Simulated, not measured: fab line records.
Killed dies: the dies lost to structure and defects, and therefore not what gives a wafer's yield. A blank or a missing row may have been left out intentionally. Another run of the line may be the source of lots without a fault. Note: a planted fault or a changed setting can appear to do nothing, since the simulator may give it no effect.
fab line records	flow n5Finfet
record lots=24	wafers=72	lastDay=19
route steps=1938 shown DUMMY_GATE@251 SD_EPI_N@270 SD_EPI_P@305
lots untouched by any fault: they come from a run of this same line in which no faults occurred
startH: hours from the record's opening day to when the first of the lot's shown wafers began	waitH: hours from the lot's prior step to this one	" repeats the value in the row above	L1.1+2: several wafers, shown together as one row	- value missing, or start not given	* or withheld: withheld	< > ~ a bound
route shown NAME@n: a module of which the file shows steps, and the number in the route of the first	usual: mean and standard deviation over wafers with no fault	same: alike in all rows	chamber/n: place in a boat	sites: readings site by site	_std_site: standard deviation of those values	_edge_site: outer sites' mean less inner sites'	radiusMm: how far each site lies from the wafer's centre	mask NAME#n: copy n	behind: the last tool/chamber to shape the wafer	hold: what put the lot on hold/how long, in hours/how the hold closed	device: which transistor (n, p or np) failed to switch	end of line: tests run on the same wafers once the route is complete	where a step has no rows: the recipe by itself	killed: count of dies lost to structure and defects at first sort (not the wafer's yield)	map: a wafer's dies, marking killed ones x, the rest . and places with no die _
set.NAME: the setting as run; set.NAME@STEP: as run at that earlier step	model.NAME: the simulator's own value behind a step, which no gauge read
steps of the route over a sample of lots; a table a step, a row a wafer
services: from which hour (startH, from the record's first day; less than 0 if before it) a tool's chamber was out of use, for how many hours, and why
## steps
# step N5_DUMMY_GATE_STRIP_48
# recipe chemistry=N2/H2	timeS=20	powerW=100	tempC=40	pressureMtorr=100	rfFrequencyHz=6e+07	biasPowerW=3	n2FlowSccm=300	h2FlowSccm=300
# usual drypumpMotorCurrentA=5.5/0.51	oesProductAu=0.80/0.087	rfVppV=45.3/0.88	showerheadPlenumPTorr=3.41/0.13	throttleValvePct=12.23/0.26
lot.wafer	tool	chamber	startH	waitH	drypumpMotorCurrentA	oesProductAu	rfHoursCounterH	rfVppV	showerheadPlenumPTorr	throttleValvePct
L074.1	rieDiel-05	3	51.24	0.0	6.2	0.68	248	45.3	3.30	12.34
L074.3	"	1	"	"	5.6	0.91	17	44.2	3.58	12.09
L074.5	"	2	"	"	5.1	0.68	-	45.4	3.19	12.64
L075.2	rieDiel-03	1	55.43	0.0	6.1	0.75	123	46.5	3.39	12.35
L075.4	"	0	"	"	4.9	0.80	120	43.7	3.27	12.42
L075.6	"	2	"	"	6.1	0.73	-	45.6	3.48	12.25
L076.1	rieDiel-03	1	59.00	0.0	6.0	0.75	125	45.1	3.39	12.36
L076.4	"	3	"	"	6.3	0.70	221	44.4	3.32	12.62
L076.6	"	2	"	"	6.2	0.73	-	44.5	3.48	12.25
L077.1	rieDiel-04	3	64.32	0.0	4.9	0.78	137	47.0	3.50	12.23
L077.4	"	2	"	"	5.1	0.74	163	46.8	3.22	12.17
L077.6	"	3	"	"	4.9	0.78	-	46.2	3.50	12.24
L078.2	rieDiel-03	3	77.73	0.0	6.3	0.69	226	45.6	3.31	12.62
L078.4	"	2	"	"	6.2	0.73	-	46.4	3.48	12.27
L078.6	"	0	"	"	4.9	0.79	-	44.4	3.26	12.44
L079.2	rieDiel-05	1	81.68	0.0	5.6	0.89	26	47.3	3.58	12.11
L079.3	"	3	"	"	6.2	0.98	2	44.2	3.30	11.73
L079.5	"	2	"	"	5.0	0.68	-	45.5	3.18	12.65
L080.1	rieDiel-04	1	85.07	0.0	4.9	0.77	132	45.0	3.52	12.50
L080.3	"	0	"	"	5.3	0.76	125	46.4	3.40	11.94
L080.5	"	0	"	"	5.3	0.77	-	45.8	3.40	11.96
L081.1	rieDiel-05	1	91.12	0.0	5.6	0.88	30	46.5	3.57	12.12
L081.2	"	2	"	"	5.1	0.68	248	44.2	3.18	12.66
L081.6	"	1	"	"	5.6	0.89	-	45.9	3.57	12.12
L082.1	rieDiel-04	2	94.06	0.0	5.1	0.73	170	45.1	3.22	12.20
L082.4	"	1	"	"	4.9	0.77	135	45.0	3.51	12.50
L082.5	"	1	"	"	5.0	0.77	-	46.1	3.51	12.49
L083.2	rieDiel-05	3	99.66	0.0	6.2	0.95	7	44.0	3.29	11.73
L083.4	"	2	"	"	5.1	0.69	251	44.4	3.18	12.67
L083.6	"	2	"	"	5.1	0.68	-	43.8	3.18	12.66
L084.2	rieDiel-03	0	108.92	0.0	4.9	0.79	135	46.5	3.26	12.46
L084.5	"	3	"	"	6.3	0.70	-	46.2	3.31	12.65
L084.6	"	0	"	"	4.9	0.78	-	46.3	3.26	12.46
L085.2	rieDiel-03	2	113.80	0.0	6.2	0.71	212	45.0	3.47	12.30
L085.5	"	2	"	"	6.1	0.72	-	45.0	3.47	12.29
L085.6	"	1	"	"	6.1	0.73	-	45.5	3.38	12.37
L086.1	rieDiel-05	3	124.83	0.0	6.1	0.93	14	44.2	3.29	11.76
L086.3	"	0	"	"	5.8	0.86	49	45.1	3.58	12.02
L086.5	"	1	"	"	5.6	0.87	-	46.1	3.57	12.15
L087.2	rieDiel-04	0	129.26	0.0	5.3	0.76	136	45.3	3.40	11.96
L087.3	"	1	"	"	5.0	0.76	144	44.9	3.51	12.52
L087.6	"	0	"	"	5.3	0.76	-	45.5	3.40	11.98
L088.2	rieDiel-03	1	135.30	0.0	6.0	0.74	142	45.2	3.38	12.38
L088.3	"	0	"	"	4.9	0.77	143	42.8	3.25	12.50
L088.4	"	3	"	"	6.3	0.68	244	45.0	3.31	12.66
L089.1	rieDiel-05	3	136.69	0.0	6.1	0.93	18	45.9	3.29	11.77
L089.4	"	2	"	"	5.1	1.01	1	44.8	3.58	12.05
L089.6	"	1	"	"	5.6	0.86	-	46.1	3.57	12.18
L090.3	rieDiel-05	0	143.02	0.0	5.8	0.85	54	46.9	3.57	12.03
L090.4	"	1	"	"	5.6	0.85	45	45.0	3.57	12.17
L090.6	"	2	"	"	5.0	0.98	-	46.6	3.58	12.04
L091.2	rieDiel-04	0	149.85	0.0	5.3	0.75	142	45.8	3.39	11.97
L091.5	"	2	"	"	5.1	0.72	-	44.7	3.21	12.23
L091.6	"	3	"	"	4.9	0.76	-	46.0	3.49	12.32
L092.3	rieDiel-05	0	154.35	0.0	5.8	0.87	58	45.7	3.57	12.03
L092.5	"	3	"	"	6.1	0.89	-	45.3	3.28	11.76
L092.6	"	2	"	"	5.1	0.97	-	46.4	3.58	12.05
L093.2	rieDiel-04	2	161.59	0.0	5.1	0.71	189	45.5	3.21	12.24
L093.3	"	1	"	"	4.9	0.75	153	45.7	3.50	12.55
L093.4	"	0	"	"	5.3	0.75	146	44.8	3.39	11.99
L094.3	rieDiel-04	1	166.58	0.0	5.0	0.76	155	46.2	3.50	12.56
L094.5	"	0	"	"	5.3	0.75	-	44.8	3.39	11.99
L094.6	"	1	"	"	5.0	0.75	-	44.1	3.50	12.55
L095.2	rieDiel-05	1	174.85	0.0	5.6	0.85	56	46.1	3.56	12.19
L095.5	"	2	"	"	5.0	0.94	-	45.4	3.57	12.06
L095.6	"	1	"	"	5.6	0.85	-	44.9	3.56	12.19
L096.1	rieDiel-05	0	179.79	0.0	5.8	0.85	66	47.3	3.57	12.05
L096.2	"	3	"	"	6.1	0.87	33	45.0	3.28	11.80
L096.5	"	1	"	"	5.6	0.84	-	45.8	3.56	12.19
L097.3	rieDiel-03	0	188.49	0.0	4.9	0.75	161	44.4	3.24	12.52
L097.4	"	3	"	"	6.3	0.97	5	45.9	3.30	12.06
L097.5	"	3	"	"	6.3	0.97	-	43.6	3.30	12.03
# step N5_SD_EPI_N_CD_MEAS_09
# recipe targetCdNm=120	landingEnergyEv=500	detector=seInlens
# usual cdNm=120.2/0.54
lot.wafer	tool	chamber	startH	waitH	cdNm
L074.1	cdSem-01	0	52.31	-	120.2
L074.3	"	0	"	"	121.4
L074.5	"	0	"	"	120.4
L075.2	cdSem-03	0	56.62	-	120.5
L075.4	"	0	"	"	119.8
L075.6	"	0	"	"	119.3
L076.1	cdSem-03	0	61.58	-	119.4
L076.4	"	0	"	"	119.5
L076.6	"	0	"	"	119.7
L077.1	cdSem-03	0	66.60	-	121.1
L077.4	"	0	"	"	120.0
L077.6	"	0	"	"	120.7
L078.2	cdSem-03	0	78.80	-	120.5
L078.4	"	0	"	"	120.2
L078.6	"	0	"	"	119.9
L079.2	cdSem-01	0	82.76	-	120.4
L079.3	"	0	"	"	120.5
L079.5	"	0	"	"	119.7
L080.1	cdSem-02	0	86.99	-	120.2
L080.3	"	0	"	"	121.7
L080.5	"	0	"	"	121.0
L081.1	cdSem-02	0	92.31	-	120.6
L081.2	"	0	"	"	120.2
L081.6	"	0	"	"	120.7
L082.1	cdSem-02	0	95.80	-	120.3
L082.4	"	0	"	"	120.9
L082.5	"	0	"	"	119.9
L083.2	cdSem-02	0	101.19	-	120.2
L083.4	"	0	"	"	120.3
L083.6	"	0	"	"	120.4
L084.2	cdSem-02	0	109.99	-	120.3
L084.5	"	0	"	"	120.4
L084.6	"	0	"	"	120.4
L085.2	cdSem-01	0	114.86	-	120.2
L085.5	"	0	"	"	119.6
L085.6	"	0	"	"	118.9
L086.1	cdSem-02	0	125.89	-	121.0
L086.3	"	0	"	"	120.7
L086.5	"	0	"	"	120.5
L087.2	cdSem-01	0	130.90	-	120.0
L087.3	"	0	"	"	119.8
L087.6	"	0	"	"	119.7
L088.2	cdSem-01	0	136.50	-	120.4
L088.3	"	0	"	"	119.9
L088.4	"	0	"	"	120.5
L089.1	cdSem-02	0	142.54	-	120.1
L089.4	"	0	"	"	120.7
L089.6	"	0	"	"	120.1
L090.3	cdSem-01	0	144.23	-	120.4
L090.4	"	0	"	"	119.5
L090.6	"	0	"	"	120.1
L091.2	cdSem-03	0	151.04	-	121.1
L091.5	"	0	"	"	121.3
L091.6	"	0	"	"	119.4
L092.3	cdSem-03	0	155.55	-	119.0
L092.5	"	0	"	"	120.5
L092.6	"	0	"	"	119.6
L093.2	cdSem-03	0	163.79	-	120.3
L093.3	"	0	"	"	120.4
L093.4	"	0	"	"	119.9
L094.3	cdSem-03	0	167.78	-	119.7
L094.5	"	0	"	"	120.5
L094.6	"	0	"	"	119.5
L095.2	cdSem-01	0	176.33	-	119.6
L095.5	"	0	"	"	120.2
L095.6	"	0	"	"	119.9
L096.1	cdSem-03	0	181.57	-	120.1
L096.2	"	0	"	"	119.3
L096.5	"	0	"	"	120.2
L097.3	cdSem-03	0	189.77	-	119.1
L097.4	"	0	"	"	118.9
L097.5	"	0	"	"	120.2
# step N5_SD_EPI_N_OVL_MEAS_10
# recipe pointsPerWafer=44
# usual SD_N_BLK_OVL=-0.2/0.71
lot.wafer	tool	chamber	startH	waitH	SD_N_BLK_OVL[nm]
L074.1	overlay-02	0	52.34	0.0	0.1
L074.3	"	0	"	"	0.3
L074.5	"	0	"	"	0.3
L075.2	overlay-01	0	56.65	0.0	0.3
L075.4	"	0	"	"	0.7
L075.6	"	0	"	"	-0.4
L076.1	overlay-02	0	61.61	0.0	0.5
L076.4	"	0	"	"	-0.3
L076.6	"	0	"	"	0.5
L077.1	overlay-01	0	66.63	0.0	-0.7
L077.4	"	0	"	"	-0.5
L077.6	"	0	"	"	1.4
L078.2	overlay-02	0	78.82	0.0	-1.1
L078.4	"	0	"	"	-0.4
L078.6	"	0	"	"	0.3
L079.2	overlay-01	0	82.79	0.0	-0.2
L079.3	"	0	"	"	0.1
L079.5	"	0	"	"	-0.5
L080.1	overlay-01	0	87.02	0.0	0.1
L080.3	"	0	"	"	0.5
L080.5	"	0	"	"	-0.2
L081.1	overlay-02	0	92.34	0.0	-2.2
L081.2	"	0	"	"	-0.8
L081.6	"	0	"	"	0.1
L082.1	overlay-01	0	95.83	0.0	1.2
L082.4	"	0	"	"	-1.1
L082.5	"	0	"	"	0.5
L083.2	overlay-02	0	101.22	0.0	0.0
L083.4	"	0	"	"	-0.8
L083.6	"	0	"	"	-1.0
L084.2	overlay-02	0	110.02	0.0	-0.1
L084.5	"	0	"	"	-0.5
L084.6	"	0	"	"	0.3
L085.2	overlay-02	0	114.89	0.0	-1.4
L085.5	"	0	"	"	-0.1
L085.6	"	0	"	"	0.3
L086.1	overlay-02	0	125.92	0.0	-0.7
L086.3	"	0	"	"	-0.6
L086.5	"	0	"	"	-0.6
L087.2	overlay-01	0	130.93	0.0	-1.1
L087.3	"	0	"	"	-0.5
L087.6	"	0	"	"	-0.8
L088.2	overlay-01	0	136.52	0.0	-0.5
L088.3	"	0	"	"	0.5
L088.4	"	0	"	"	-0.6
L089.1	overlay-02	0	142.57	0.0	0.5
L089.4	"	0	"	"	-1.0
L089.6	"	0	"	"	-0.3
L090.3	overlay-01	0	144.26	0.0	0.1
L090.4	"	0	"	"	-0.3
L090.6	"	0	"	"	-0.1
L091.2	overlay-01	0	151.07	0.0	-0.7
L091.5	"	0	"	"	-0.3
L091.6	"	0	"	"	-0.2
L092.3	overlay-01	0	155.57	0.0	0.1
L092.5	"	0	"	"	1.5
L092.6	"	0	"	"	0.0
L093.2	overlay-01	0	163.82	0.0	0.3
L093.3	"	0	"	"	0.1
L093.4	"	0	"	"	0.0
L094.3	overlay-02	0	167.81	0.0	-0.9
L094.5	"	0	"	"	-0.5
L094.6	"	0	"	"	0.4
L095.2	overlay-02	0	176.36	0.0	-1.4
L095.5	"	0	"	"	-0.3
L095.6	"	0	"	"	-1.2
L096.1	overlay-01	0	181.60	0.0	-1.4
L096.2	"	0	"	"	-0.4
L096.5	"	0	"	"	-1.0
L097.3	overlay-01	0	189.80	0.0	-0.4
L097.4	"	0	"	"	-0.4
L097.5	"	0	"	"	-0.7
# step N5_SD_EPI_N_ETCHBACK_44
# recipe chemistry=CH3F/O2	mode=anisotropicEtchback	target=SiNx	targetDepthA=145	stopOn=SiO2	overEtchFrac=0.3	ionEnergyEv=120	pressureMtorr=30	sourceW=395	biasW=73	Ar_flow_sccm=150	CH3F_flow_sccm=30	O2_flow_sccm=20
# usual CH3F_flow_sccm=30.00/0.084	drypumpMotorCurrentA=5.6/0.32	oesProductAu=0.68/0.051	rfVppV=298/5.6	showerheadPlenumPTorr=2.00/0.054	throttleValvePct=16.46/0.18
lot.wafer	tool	chamber	startH	waitH	CH3F_flow_sccm	drypumpMotorCurrentA	oesProductAu	rfHoursCounterH	rfVppV	showerheadPlenumPTorr	throttleValvePct
L074.1	rieDiel-02	1	52.82	0.0	30.02	5.3	0.69	101	293	2.02	16.27
L074.3	"	3	"	"	30.12	5.1	0.66	145	308	2.09	16.70
L074.5	"	1	"	"	29.94	5.2	0.69	-	294	2.02	16.26
L075.2	rieDiel-02	1	57.12	0.0	29.99	5.2	0.68	102	293	2.02	16.27
L075.4	"	0	"	"	29.99	6.1	0.68	113	291	1.94	16.24
L075.6	"	3	"	"	29.95	5.1	0.65	-	306	2.09	16.71
L076.1	rieDiel-06	3	62.09	0.0	29.96	5.9	0.68	126	289	1.94	16.40
L076.4	"	2	"	"	29.94	5.1	0.63	159	298	2.10	16.49
L076.6	"	0	"	"	30.00	5.2	0.64	-	292	2.08	16.65
L077.1	rieDiel-02	3	67.11	0.0	30.03	5.1	0.65	150	307	2.09	16.71
L077.4	"	0	"	"	29.90	6.1	0.68	116	292	1.94	16.25
L077.6	"	2	"	"	30.13	5.3	0.63	-	305	1.91	16.77
L078.2	rieDiel-01	0	79.30	0.0	30.09	5.7	0.75	37	301	2.04	16.35
L078.4	"	2	"	"	30.04	5.7	0.71	-	293	2.02	16.37
L078.6	"	3	"	"	30.06	5.7	0.64	-	301	2.00	16.53
L079.2	rieDiel-02	2	83.29	0.0	30.04	5.3	0.63	171	305	1.91	16.76
L079.3	"	0	"	"	29.99	6.1	0.68	121	292	1.94	16.26
L079.5	"	2	"	"	30.06	5.3	0.63	-	306	1.91	16.77
L080.1	rieDiel-02	2	87.77	0.0	29.97	5.3	0.63	173	304	1.91	16.76
L080.3	"	1	"	"	30.05	5.2	0.67	113	292	2.01	16.28
L080.5	"	0	"	"	30.00	6.1	0.68	-	292	1.94	16.26
L081.1	rieDiel-06	0	93.07	0.0	30.04	5.2	0.64	171	292	2.08	16.66
L081.2	"	3	"	"	30.09	5.9	0.66	137	288	1.93	16.43
L081.6	"	3	"	"	30.10	5.9	0.67	-	289	1.93	16.43
L082.1	rieDiel-01	0	96.31	0.0	30.05	5.7	0.74	44	298	2.04	16.38
L082.4	"	3	"	"	29.97	5.7	0.64	-	302	2.00	16.54
L082.5	"	0	"	"	29.99	5.7	0.73	-	299	2.04	16.38
L083.2	rieDiel-06	3	101.89	0.0	30.06	5.9	0.66	139	287	1.93	16.44
L083.4	"	2	"	"	29.87	5.1	0.62	172	298	2.09	16.52
L083.6	"	3	"	"	30.06	5.9	0.67	-	288	1.93	16.45
L084.2	rieDiel-01	0	110.61	0.0	30.11	5.7	0.74	49	298	2.04	16.39
L084.5	"	3	"	"	30.00	5.7	0.64	-	302	2.00	16.56
L084.6	"	2	"	"	30.07	5.6	0.71	-	294	2.02	16.40
L085.2	rieDiel-02	2	115.37	0.0	29.88	5.3	0.63	183	304	1.91	16.79
L085.5	"	1	"	"	29.92	5.2	0.66	-	294	2.01	16.31
L085.6	"	0	"	"	30.18	6.2	0.67	-	291	1.93	16.30
L086.1	rieDiel-01	2	126.39	0.0	29.88	5.6	0.70	80	292	2.02	16.40
L086.3	"	1	"	"	29.97	5.7	0.81	9	304	2.04	16.22
L086.5	"	0	"	"	30.09	5.7	0.72	-	300	2.04	16.41
L087.2	rieDiel-02	3	131.44	0.0	30.25	5.1	0.65	165	307	2.08	16.74
L087.3	"	2	"	"	30.01	5.3	0.62	188	305	1.91	16.79
L087.6	"	1	"	"	29.99	5.2	0.66	-	294	2.01	16.33
L088.2	rieDiel-06	3	137.02	0.0	30.06	5.9	0.65	149	288	1.93	16.44
L088.3	"	0	"	"	29.94	5.2	0.63	185	293	2.07	16.68
L088.4	"	1	"	"	29.91	5.2	0.59	247	301	1.99	16.63
L089.1	rieDiel-02	1	143.64	0.0	29.98	5.2	0.66	133	293	2.01	16.32
L089.4	"	3	"	"	30.08	5.1	0.64	168	308	2.08	16.73
L089.6	"	0	"	"	29.94	6.1	0.67	-	292	1.93	16.29
L090.3	rieDiel-01	2	144.87	0.0	30.13	5.7	0.69	87	291	2.02	16.41
L090.4	"	0	"	"	29.85	5.7	0.72	61	299	2.03	16.41
L090.6	"	0	"	"	29.86	5.7	0.73	-	301	2.03	16.41
L091.2	rieDiel-01	1	151.55	0.0	30.02	5.7	0.79	18	304	2.04	16.22
L091.5	"	0	"	"	29.96	5.7	0.72	-	300	2.03	16.42
L091.6	"	1	"	"	30.03	5.7	0.79	-	304	2.04	16.24
L092.3	rieDiel-01	3	156.05	0.0	29.85	5.7	0.62	178	300	1.99	16.58
L092.5	"	2	"	"	29.93	5.7	0.69	-	292	2.02	16.42
L092.6	"	1	"	"	30.04	5.7	0.79	-	305	2.04	16.24
L093.2	rieDiel-02	2	164.29	0.0	29.97	5.3	0.61	199	305	1.90	16.83
L093.3	"	3	"	"	30.14	5.1	0.64	176	307	2.08	16.76
L093.4	"	2	"	"	30.06	5.2	0.61	-	306	1.90	16.83
L094.3	rieDiel-01	1	168.55	0.0	29.91	5.7	0.78	25	303	2.04	16.22
L094.5	"	0	"	"	30.03	5.7	0.71	-	300	2.03	16.44
L094.6	"	3	"	"	29.94	5.7	0.63	-	302	1.99	16.59
L095.2	rieDiel-01	2	176.83	0.0	29.89	5.6	0.69	98	293	2.01	16.44
L095.5	"	2	"	"	29.85	5.6	0.68	-	293	2.01	16.44
L095.6	"	3	"	"	29.94	5.7	0.62	-	300	1.99	16.59
L096.1	rieDiel-01	0	182.08	0.0	30.08	5.7	0.71	75	301	2.03	16.44
L096.2	"	3	"	"	30.06	5.7	0.62	190	301	1.99	16.60
L096.5	"	3	"	"	30.25	5.7	0.62	-	300	1.99	16.60
L097.3	rieDiel-01	3	190.27	0.0	30.02	5.7	0.62	191	300	1.99	16.61
L097.4	"	1	"	"	30.06	5.7	0.76	31	303	2.04	16.25
L097.5	"	3	"	"	30.08	5.7	0.63	-	300	1.99	16.60
# step N5_SD_EPI_N_INSPECT_26
# recipe inspectInstrument=darkfield	mode=postEpi
# usual rawDefectCount=213/40
lot.wafer	tool	chamber	startH	waitH	rawDefectCount
L074.1	defectInspect-02	-	56.41	0.1	244
L074.3	"	-	"	"	230
L074.5	"	-	"	"	226
L075.2	defectInspect-02	-	60.77	0.1	178
L075.4	"	-	"	"	207
L075.6	"	-	"	"	217
L076.1	defectInspect-02	-	65.61	0.1	219
L076.4	"	-	"	"	213
L076.6	"	-	"	"	210
L077.1	defectInspect-01	-	71.55	0.1	177
L077.4	"	-	"	"	171
L077.6	"	-	"	"	163
L078.2	defectInspect-01	-	82.87	0.1	190
L078.4	"	-	"	"	174
L078.6	"	-	"	"	118
L079.2	defectInspect-02	-	86.82	0.1	200
L079.3	"	-	"	"	167
L079.5	"	-	"	"	197
L080.1	defectInspect-02	-	91.30	0.1	220
L080.3	"	-	"	"	172
L080.5	"	-	"	"	190
L081.1	defectInspect-02	-	96.59	0.1	174
L081.2	"	-	"	"	277
L081.6	"	-	"	"	238
L082.1	defectInspect-01	-	100.09	0.1	225
L082.4	"	-	"	"	265
L082.5	"	-	"	"	220
L083.2	defectInspect-02	-	106.07	0.1	181
L083.4	"	-	"	"	233
L083.6	"	-	"	"	184
L084.2	defectInspect-01	-	116.43	0.1	238
L084.5	"	-	"	"	177
L084.6	"	-	"	"	248
L085.2	defectInspect-01	-	118.89	0.1	223
L085.5	"	-	"	"	216
L085.6	"	-	"	"	193
L086.1	defectInspect-02	-	131.73	0.1	175
L086.3	"	-	"	"	212
L086.5	"	-	"	"	222
L087.2	defectInspect-01	-	135.71	0.1	261
L087.3	"	-	"	"	238
L087.6	"	-	"	"	222
L088.2	defectInspect-02	-	140.93	0.1	271
L088.3	"	-	"	"	277
L088.4	"	-	"	"	252
L089.1	defectInspect-01	-	148.36	0.1	209
L089.4	"	-	"	"	190
L089.6	"	-	"	"	260
L090.3	defectInspect-02	-	148.68	0.1	181
L090.4	"	-	"	"	222
L090.6	"	-	"	"	228
L091.2	defectInspect-01	-	156.81	0.1	232
L091.5	"	-	"	"	198
L091.6	"	-	"	"	185
L092.3	defectInspect-02	-	159.92	0.1	311
L092.5	"	-	"	"	244
L092.6	"	-	"	"	303
L093.2	defectInspect-02	-	168.91	0.1	237
L093.3	"	-	"	"	185
L093.4	"	-	"	"	183
L094.3	defectInspect-01	-	172.85	0.1	218
L094.5	"	-	"	"	276
L094.6	"	-	"	"	232
L095.2	defectInspect-01	-	180.64	0.1	254
L095.5	"	-	"	"	184
L095.6	"	-	"	"	208
L096.1	defectInspect-02	-	185.61	0.1	196
L096.2	"	-	"	"	211
L096.5	"	-	"	"	217
L097.3	defectInspect-01	-	194.60	0.1	172
L097.4	"	-	"	"	134
L097.5	"	-	"	"	154
# step N5_SD_EPI_P_INSPECT_11
# recipe mode=adi	inspectInstrument=macro
# usual rawDefectCount=1.9/1.5
lot.wafer	tool	chamber	startH	waitH	rawDefectCount
L074.1	defectInspect-02	-	56.86	0.0	5
L074.3	"	-	"	"	4
L074.5	"	-	"	"	3
L075.2	defectInspect-02	-	61.23	0.0	2
L075.4	"	-	"	"	0
L075.6	"	-	"	"	2
L076.1	defectInspect-02	-	65.94	0.0	1
L076.4	"	-	"	"	0
L076.6	"	-	"	"	3
L077.1	defectInspect-02	-	72.01	0.0	1
L077.4	"	-	"	"	2
L077.6	"	-	"	"	1
L078.2	defectInspect-01	-	83.20	0.0	0
L078.4	"	-	"	"	2
L078.6	"	-	"	"	1
L079.2	defectInspect-01	-	87.15	0.0	1
L079.3	"	-	"	"	1
L079.5	"	-	"	"	2
L080.1	defectInspect-02	-	91.76	0.0	1
L080.3	"	-	"	"	3
L080.5	"	-	"	"	3
L081.1	defectInspect-02	-	97.05	0.0	2
L081.2	"	-	"	"	3
L081.6	"	-	"	"	0
L082.1	defectInspect-01	-	100.42	0.0	2
L082.4	"	-	"	"	2
L082.5	"	-	"	"	0
L083.2	defectInspect-02	-	106.52	0.0	5
L083.4	"	-	"	"	4
L083.6	"	-	"	"	4
L084.2	defectInspect-02	-	116.88	0.0	4
L084.5	"	-	"	"	3
L084.6	"	-	"	"	0
L085.2	defectInspect-02	-	119.22	0.0	2
L085.5	"	-	"	"	1
L085.6	"	-	"	"	4
L086.1	defectInspect-02	-	132.18	0.0	1
L086.3	"	-	"	"	5
L086.5	"	-	"	"	0
L087.2	defectInspect-01	-	136.03	0.0	3
L087.3	"	-	"	"	3
L087.6	"	-	"	"	2
L088.2	defectInspect-02	-	141.38	0.0	1
L088.3	"	-	"	"	3
L088.4	"	-	"	"	3
L089.1	defectInspect-02	-	148.81	0.0	1
L089.4	"	-	"	"	2
L089.6	"	-	"	"	2
L090.3	defectInspect-01	-	149.13	0.0	1
L090.4	"	-	"	"	1
L090.6	"	-	"	"	2
L091.2	defectInspect-02	-	157.14	0.0	1
L091.5	"	-	"	"	0
L091.6	"	-	"	"	1
L092.3	defectInspect-02	-	160.37	0.0	4
L092.5	"	-	"	"	3
L092.6	"	-	"	"	0
L093.2	defectInspect-02	-	169.36	0.0	3
L093.3	"	-	"	"	2
L093.4	"	-	"	"	0
L094.3	defectInspect-01	-	173.30	0.0	0
L094.5	"	-	"	"	1
L094.6	"	-	"	"	2
L095.2	defectInspect-02	-	181.09	0.0	0
L095.5	"	-	"	"	2
L095.6	"	-	"	"	1
L096.1	defectInspect-01	-	185.94	0.0	7
L096.2	"	-	"	"	4
L096.5	"	-	"	"	2
L097.3	defectInspect-02	-	195.05	0.0	2
L097.4	"	-	"	"	3
L097.5	"	-	"	"	1
## services
tool	chamber	startH	hours	kind
rieDiel-01	-	27.29	0.3	repair
rieDiel-03	3	28.11	2.7	repair
rieDiel-05	1	46.73	4.1	repair
rieDiel-05	3	56.25	-	clean
rieDiel-05	3	56.25	-	consumableReplace:focusRing
rieDiel-03	1	70.57	13.5	repair
rieDiel-04	2	71.52	4.8	repair
rieDiel-01	1	72.25	-	clean
rieDiel-01	1	72.25	-	consumableReplace:esc
rieDiel-01	1	72.25	-	consumableReplace:focusRing
rieDiel-01	1	72.25	27.6	scheduledDown
rieDiel-01	1	72.25	27.6	ventCycle
rieDiel-01	2	84.59	4.7	repair
rieDiel-02	0	92.12	4.1	repair
rieDiel-06	3	93.50	2.2	repair
rieDiel-05	2	111.70	7.9	repair
rieDiel-05	-	147.63	0.9	repair
rieDiel-03	0	154.99	7.7	repair
rieDiel-02	2	173.19	5.9	repair
rieDiel-04	-	174.46	15.6	pm
rieDiel-06	1	176.21	35.1	repair
rieDiel-05	2	179.59	5.7	repair
rieDiel-02	-	182.74	0.5	repair
rieDiel-05	1	184.83	6.6	repair
## key
fault none
